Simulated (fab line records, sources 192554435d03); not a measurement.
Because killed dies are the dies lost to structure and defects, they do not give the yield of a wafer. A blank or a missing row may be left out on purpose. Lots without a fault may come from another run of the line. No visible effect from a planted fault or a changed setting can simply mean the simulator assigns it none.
A lot that was struck, set against a sound lot ; flow n5 finfet ; 17 steps out of a route of 1938
Sound: wafers L779.1, L779.3, L779.5. Struck: wafer L783.2 (left out: L783.4, a lot-mate that was not struck); the cause follows at the end.
Per side, at each step with rows, come the tool, then ch with its chambers, and then its first start. Under that, the readings that differ: sound wafers ; struck wafers ; difference of the means ; sigmas: that difference in standard deviations of wafers without a fault.
alike: readings with means less than 2 such deviations apart, plus words and numbers identical on both sides. not compared: withheld readings, readings lacking a value on some wafer, bounds such as >300 that could conceal the same value, and numbers that have no deviation in the record and whose values overlap.
The two part at a step that has a row with sigmas, a row that says differs or no value, or rows on one side only. Numbers that have no deviation but don't overlap get no sigmas and don't part them. A reading missing from all wafers of one side parts the sides only when that side holds two or more wafers.

first, 4 steps without rows for these wafers: N5_BEOL_M9_HM_STRIP_39 (strips TiN in peroxide tin strip, target depth 25 nm, time 158 s); N5_BEOL_M9_SRD_40 (time 30 s); N5_BEOL_M9_PRECLEAN_42 (cleans in residue remover, time 60 s); N5_BEOL_M9_SRD_43 (time 30 s).
N5_BEOL_M9_CD_MEAS_35: target cd 70 nm, target cd y 40 nm.
  sound on cd sem-03 at day 10 10:49; struck on cd sem-01 at day 11 09:46
  alike: cd nm
N5_BEOL_M9_CURE_72: cures SiCOH lowk, time 120 s.
  sound on uv cure-01 ch 2, day 10 10:52; struck on uv cure-01 ch 0, day 11 09:51
reading;sound;struck;difference;sigmas
wafer_temp_C_max;371.0 370.9 370.9;371.9;+1.0;+2
  alike: lamp power pct
N5_BEOL_M9_DEGAS_44: time 60 s.
  sound on pvd sputter-01 at day 10 11:17; struck on pvd sputter-01 at day 11 10:53
  alike: heater power w
then, 2 steps without rows for these wafers: N5_BEOL_M9_PRE_CLEAN_45 (time 30 s); N5_BEOL_M9_ALD_74 (deposits TaN, target thk 2 nm, pulse time 2 s, purge time 3 s).
N5_BEOL_M9_SURFACE_TREAT_79:
  sound on pvd sputter-01 at day 10 11:53; struck on pvd sputter-03 at day 11 11:19
  not compared: pressure mtorr, throttle valve pct
then, 1 step without rows for these wafers: N5_BEOL_M9_CVD_78 (deposits Co from CCTBA/H2, target thk 2 nm, time 138.9 s).
N5_BEOL_M9_SPUTTER_48: material Cu, target thk 12 nm, time 2 s.
  sound on pvd sputter-03 at day 10 13:35; struck on pvd sputter-03 at day 11 11:33
  alike: throttle valve pct
N5_BEOL_M9_ECD_50: material Cu, target thk 318 nm.
  sound on ecd cu-01 ch 0,1, day 10 13:43; struck on ecd cu-01 ch 1, day 11 11:40
reading;sound;struck;difference;sigmas
model.Cu_of_BEOL_M9_ECD_50.thk nm (nm);315 318 319;184.2;-133.1;
N5_BEOL_M9_ANNEAL_51: time 90 s.
  sound on rtp anneal-01 ch 0, day 10 13:49; struck on rtp anneal-01 ch 0, day 11 11:49
  alike: wafer_temp_C_max
N5_BEOL_M9_CMP_52: polishes, stops on SiCOH lowk, t overpolish 7 s, target thk 140 nm.
  sound on cmp-01 ch 1,3, day 10 14:07; struck on cmp-02 ch 0, day 11 12:09
reading;sound;struck;difference;sigmas
time to endpoint s (s);67.7 67.8 69.2;42.1;-26.1;-9
  alike: motor current A
N5_BEOL_M9_THK_MEAS_53: measures by xrf.
  sound on film metro-02 at day 10 14:25; struck on film metro-01 at day 11 12:22
  alike: M9_THK
-- the record jumps here: 3 days lie between the struck wafers' starts before and after (it left off in module BEOL_M9 and takes up again in module PASSIVATION, whose first step shown is number 1936 of the route) --
N5_PASSIVATION_PROBE_49:
  sound on prober-02 at day 13 05:55; struck on prober-02 at day 14 05:26
reading;sound;struck;difference;sigmas
killed_at_M4_up;11 11 11;23;+12;+3
  alike: defect limited yield, killed_at_M0_to_M3, killed at contacts, killed at front end, killed at other, killed dies, killed on rim, killed open, killed short, sort_bin_5_function, sort_bin_6_memory, sort n pass, sort yield pct

WHERE THEY PART
At N5_BEOL_M9_CURE_72 first; at N5_PASSIVATION_PROBE_49 last (within this record only).

WHY: whatever the simulator had introduced
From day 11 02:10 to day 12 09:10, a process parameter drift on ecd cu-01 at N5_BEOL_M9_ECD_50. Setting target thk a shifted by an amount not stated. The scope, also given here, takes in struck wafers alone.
